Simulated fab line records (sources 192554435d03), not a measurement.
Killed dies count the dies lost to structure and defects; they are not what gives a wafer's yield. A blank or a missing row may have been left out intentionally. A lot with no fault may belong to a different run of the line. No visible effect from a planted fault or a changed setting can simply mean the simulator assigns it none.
Matching of chambers :: flow n5_finfet :: N5_MOL_CONTACT_COAG_ETCH_106 on rie_diel-05: 4 sister chambers
The step etches SOC in N2/H2, target depth 80 nm, overetch 16 nm, time 120 s. 8 wafers are shown with their chamber, then 9 later ones without.

EACH WAFER AND ITS CHAMBER
wafer: L074.6
chamber: 0
drypump_motor_current_A (A): 5.9
throttle_valve_pct (%): 18.07

wafer: L081.2
chamber: 0
drypump_motor_current_A (A): 5.9
throttle_valve_pct (%): 18.10

wafer: L085.3
chamber: 1
drypump_motor_current_A (A): 5.7
throttle_valve_pct (%): 17.78

wafer: L085.5
chamber: 3
drypump_motor_current_A (A): 6.4
throttle_valve_pct (%): 17.82

wafer: L085.6
chamber: 2
drypump_motor_current_A (A): 5.3
throttle_valve_pct (%): 17.66

wafer: L091.1
chamber: 2
drypump_motor_current_A (A): 5.3
throttle_valve_pct (%): 17.68

wafer: L091.2
chamber: 1
drypump_motor_current_A (A): 5.7
throttle_valve_pct (%): 17.81

wafer: L091.4
chamber: 3
drypump_motor_current_A (A): 6.3
throttle_valve_pct (%): 17.87

WAFERS WHOSE CHAMBER IS MISSING
wafer: L093.4
drypump_motor_current_A (A): 5.3
throttle_valve_pct (%): 17.68

wafer: L093.5
drypump_motor_current_A (A): 5.9
throttle_valve_pct (%): 18.15

wafer: L093.6
drypump_motor_current_A (A): 5.7
throttle_valve_pct (%): 17.81

wafer: L094.2
drypump_motor_current_A (A): 5.9
throttle_valve_pct (%): 18.15

wafer: L094.4
drypump_motor_current_A (A): 5.7
throttle_valve_pct (%): 17.80

wafer: L094.5
drypump_motor_current_A (A): 5.3
throttle_valve_pct (%): 17.67

wafer: L097.1
drypump_motor_current_A (A): 5.3
throttle_valve_pct (%): 17.69

wafer: L097.4
drypump_motor_current_A (A): 5.7
throttle_valve_pct (%): 17.83

wafer: L097.6
drypump_motor_current_A (A): 5.3
throttle_valve_pct (%): 17.69

EACH ONE'S CHAMBER
wafer: L093.4
from the rows above: 2
in truth: 2

wafer: L093.5
from the rows above: 0
in truth: 0

wafer: L093.6
from the rows above: 1
in truth: 1

wafer: L094.2
from the rows above: 0
in truth: 0

wafer: L094.4
from the rows above: 1
in truth: 1

wafer: L094.5
from the rows above: 2
in truth: 2

wafer: L097.1
from the rows above: 2
in truth: 2

wafer: L097.4
from the rows above: 1
in truth: 1

wafer: L097.6
from the rows above: 2
in truth: 2
Correctly placed: 9 of 9. Not placeable from these rows: 0. Number placed wrongly: 0.
How it was worked out, from the rows above alone: a wafer's distance from a chamber is the root of the sum, over the readings, of the square of ((its reading less the chamber's mean) divided by the reading's scatter). If the next closest chamber is less than 2 further off than the closest, the wafer can't be placed; otherwise it belongs to the closest. For every chamber, the mean is computed from those of its wafers that are shown. How the scatter is found: for the shown wafers, subtract from each reading the mean of its chamber, square and add these, divide the total by (wafers less chambers), then take the root.
